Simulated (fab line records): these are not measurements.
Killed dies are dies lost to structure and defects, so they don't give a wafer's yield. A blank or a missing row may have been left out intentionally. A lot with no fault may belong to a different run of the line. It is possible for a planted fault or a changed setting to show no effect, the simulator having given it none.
Which tool was responsible? + flow nand_harc + Sampling: 12 lots, 36 wafers, 5 of 1302 route steps

== WHAT THE GAUGES READ, wafer by wafer ==
NHARC_A_CONTACT_OVL_MEAS_09.
| lot  | measured     | on         | overlay_x_nm (nm) |
|------|--------------|------------|-------------------|
| L076 | day 23 01:37 | overlay-02 | -0.3 0.0 -0.3     |
| L077 | day 23 07:01 | overlay-02 | 0.0 0.3 0.2       |
| L079 | day 24 12:58 | overlay-01 | 0.4 0.5 0.6       |
| L081 | day 25 08:19 | overlay-01 | -0.2 -0.3 -0.2    |
| L083 | day 25 23:59 | overlay-01 | -0.1 -0.4 0.0     |
| L087 | day 27 09:32 | overlay-02 | 0.0 0.0 -0.1      |
| L086 | day 27 19:26 | overlay-01 | 1.3 1.6 1.8       |
| L091 | day 28 18:29 | overlay-01 | -1.0 -0.5 -0.4    |
| L088 | day 29 03:47 | overlay-01 | 1.9 2.3 1.8       |
| L092 | day 29 18:34 | overlay-02 | 1.3 0.9 1.4       |
| L094 | day 30 14:11 | overlay-02 | 1.2 1.5 1.5       |
| L096 | day 31 02:15 | overlay-02 | 0.8 1.0 1.4       |

== EACH LOT AND THE TOOL THAT RAN IT (in order: tool; ch and the chambers of the sampled wafers; start) ==
| lot  | NHARC_A_CONTACT_ETCH_129             | NHARC_A_CONTACT_ETCH_133             | NHARC_A_CONTACT_ETCH_91            | NHARC_A_CONTACT_ETCH_97                       |
|------|--------------------------------------|--------------------------------------|------------------------------------|-----------------------------------------------|
| L076 | har_cap_etch-03 ch 0,1, day 22 19:24 | har_cap_etch-03 ch 0,1, day 22 20:09 | rie_diel-08 ch 2,3, day 22 20:54   | rie_diel-08 ch 0,1,3, day 23 01:37 or earlier |
| L077 | har_cap_etch-01 ch 0,1, day 22 23:31 | har_cap_etch-01 ch 0,1, day 23 00:16 | rie_diel-10 ch 2,3, day 23 00:59   | rie_diel-10 ch 2,3, day 23 07:01 or earlier   |
| L079 | har_cap_etch-03 ch 0,1, day 24 04:23 | har_cap_etch-03 ch 0,1, day 24 05:08 | rie_diel-04 ch 0,3, day 24 05:53   | rie_diel-04 ch 1,2, day 24 12:58 or earlier   |
| L081 | har_cap_etch-03 ch 0, day 24 23:59   | har_cap_etch-03 ch 0, day 25 00:41   | rie_diel-04 ch 0,2, day 25 01:30   | rie_diel-04 ch 0,1,2, day 25 08:19 or earlier |
| L083 | har_cap_etch-01 ch 0,1, day 25 18:20 | har_cap_etch-01 ch 0,1, day 25 19:08 | rie_diel-04 ch 1,3, day 25 19:47   | rie_diel-04 ch 0,1,3, day 25 23:59 or earlier |
| L087 | har_cap_etch-03 ch 0,1, day 27 04:04 | har_cap_etch-03 ch 0,1, day 27 04:46 | rie_diel-04 ch 0,1,3, day 27 05:34 | rie_diel-04 ch 0,1,2, day 27 09:32 or earlier |
| L086 | har_cap_etch-03 ch 0,1, day 27 12:55 | har_cap_etch-03 ch 0,1, day 27 13:55 | rie_diel-04 ch 0,2,3, day 27 14:46 | rie_diel-04 ch 1,2,3, day 27 19:26 or earlier |
| L091 | har_cap_etch-02 ch 0,1, day 28 10:49 | har_cap_etch-02 ch 0,1, day 28 11:31 | rie_diel-10 ch 1,2,3, day 28 12:19 | rie_diel-10 ch 1,2,3, day 28 18:29 or earlier |
| L088 | har_cap_etch-02 ch 0,1, day 28 20:01 | har_cap_etch-02 ch 0,1, day 28 20:44 | rie_diel-04 ch 1,2,3, day 28 21:34 | rie_diel-04 ch 0,3, day 29 03:47 or earlier   |
| L092 | har_cap_etch-01 ch 0,1, day 29 11:41 | har_cap_etch-01 ch 0,1, day 29 12:24 | rie_diel-04 ch 0,1, day 29 13:12   | rie_diel-04 ch 0,1,2, day 29 18:34 or earlier |
| L094 | har_cap_etch-03 ch 0,1, day 30 06:17 | har_cap_etch-03 ch 0,1, day 30 06:59 | rie_diel-04 ch 0,2,3, day 30 07:47 | rie_diel-04 ch 1,2,3, day 30 14:11 or earlier |
| L096 | har_cap_etch-03 ch 0,1, day 30 19:51 | har_cap_etch-03 ch 0,1, day 30 20:33 | rie_diel-10 ch 1,2,3, day 30 21:28 | rie_diel-10 ch 0,2, day 31 02:15 or earlier   |
- NHARC_A_CONTACT_ETCH_129: etches the open film in C4F8/O2/Ar, time 197 s, target depth 1918 nm.
- NHARC_A_CONTACT_ETCH_133: etches the open film in C4F8/O2/Ar, time 374 s, target depth 1610 nm.
- NHARC_A_CONTACT_ETCH_91: etches the open film in CH3F/O2, target depth 40 nm, time 85.7 s.
- NHARC_A_CONTACT_ETCH_97: etches the open film in C4F6/O2, target depth 20 nm, time 10 s.

== THE ANSWER, worked out from the rows above alone ==
Rule: what is usual is taken from the lots themselves. The widest of any qualifying gaps counts: lots, ordered by their means at a reading, are off when they make up no more than a third of the lots, leave a main group of 4 or more, and stand apart from it by 3 or more times the standard deviation of that group's means. If all means in a main group match to the digits the tables above print for the reading, that group is not used. A lot without any number at a reading at which 4 lots or more have one is off too. Any other lot the step has rows for is counted as sound.
No lot is off on any of the readings shown, so nothing can be concluded from this.

== WHAT THE SIMULATOR PUT IN ==
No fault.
